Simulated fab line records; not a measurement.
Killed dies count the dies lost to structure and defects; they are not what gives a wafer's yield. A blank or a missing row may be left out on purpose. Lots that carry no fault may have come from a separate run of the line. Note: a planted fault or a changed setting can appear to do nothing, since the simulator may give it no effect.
Chamber matching / flow n5Finfet / 4 sister chambers for N5_FIN_CUT_CUT_ETCH_15 on rieSi-05
The step etches Si in HBr/Cl2/O2, target depth 100 nm, bt time 10 s, time 42.4 s. 8 wafers are shown with their chamber, then 7 later ones without.

== EACH WAFER AND ITS CHAMBER ==
wafer=L076.3; chamber=0; drypumpMotorCurrentA (A)=5.2; oesProductAu (a.u.)=0.984
wafer=L080.4; chamber=0; drypumpMotorCurrentA (A)=5.2; oesProductAu (a.u.)=0.983
wafer=L081.6; chamber=1; drypumpMotorCurrentA (A)=5.5; oesProductAu (a.u.)=1.014
wafer=L084.3; chamber=2; drypumpMotorCurrentA (A)=5.6; oesProductAu (a.u.)=1.020
wafer=L084.4; chamber=3; drypumpMotorCurrentA (A)=5.8; oesProductAu (a.u.)=1.030
wafer=L084.6; chamber=3; drypumpMotorCurrentA (A)=5.8; oesProductAu (a.u.)=1.024
wafer=L093.1; chamber=2; drypumpMotorCurrentA (A)=5.6; oesProductAu (a.u.)=1.021
wafer=L093.3; chamber=1; drypumpMotorCurrentA (A)=5.4; oesProductAu (a.u.)=1.013

== WAFERS WITHOUT THEIR CHAMBER ==
wafer=L093.5; drypumpMotorCurrentA (A)=5.4; oesProductAu (a.u.)=1.021
wafer=L094.3; drypumpMotorCurrentA (A)=5.8; oesProductAu (a.u.)=1.026
wafer=L094.5; drypumpMotorCurrentA (A)=5.2; oesProductAu (a.u.)=0.985
wafer=L094.6; drypumpMotorCurrentA (A)=5.8; oesProductAu (a.u.)=1.026
wafer=L097.1; drypumpMotorCurrentA (A)=5.6; oesProductAu (a.u.)=1.019
wafer=L097.3; drypumpMotorCurrentA (A)=5.2; oesProductAu (a.u.)=0.979
wafer=L097.4; drypumpMotorCurrentA (A)=5.8; oesProductAu (a.u.)=1.028

== WHICH CHAMBER EACH ONE RAN IN ==
wafer=L093.5; from the rows above=can't be placed: 1 or 2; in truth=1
wafer=L094.3; from the rows above=3; in truth=3
wafer=L094.5; from the rows above=0; in truth=0
wafer=L094.6; from the rows above=3; in truth=3
wafer=L097.1; from the rows above=2; in truth=2
wafer=L097.3; from the rows above=0; in truth=0
wafer=L097.4; from the rows above=3; in truth=3
Correctly placed: 6 of 7. Unplaceable from these rows: 1, with the true chamber sitting among the candidates in 1. 0 placed wrongly.
How it was worked out, from the rows above alone: a wafer's distance from a chamber is the root of the sum, over the readings, of the square of ((its reading less the chamber's mean) divided by the reading's scatter). The wafer belongs to the nearest chamber; if the next one is less than 2 further off, it can't be placed. A chamber's mean is the mean of its shown wafers. The scatter: take each reading less its chamber's mean, square it, sum over the shown wafers, divide by the number of wafers less the number of chambers, and take the root.
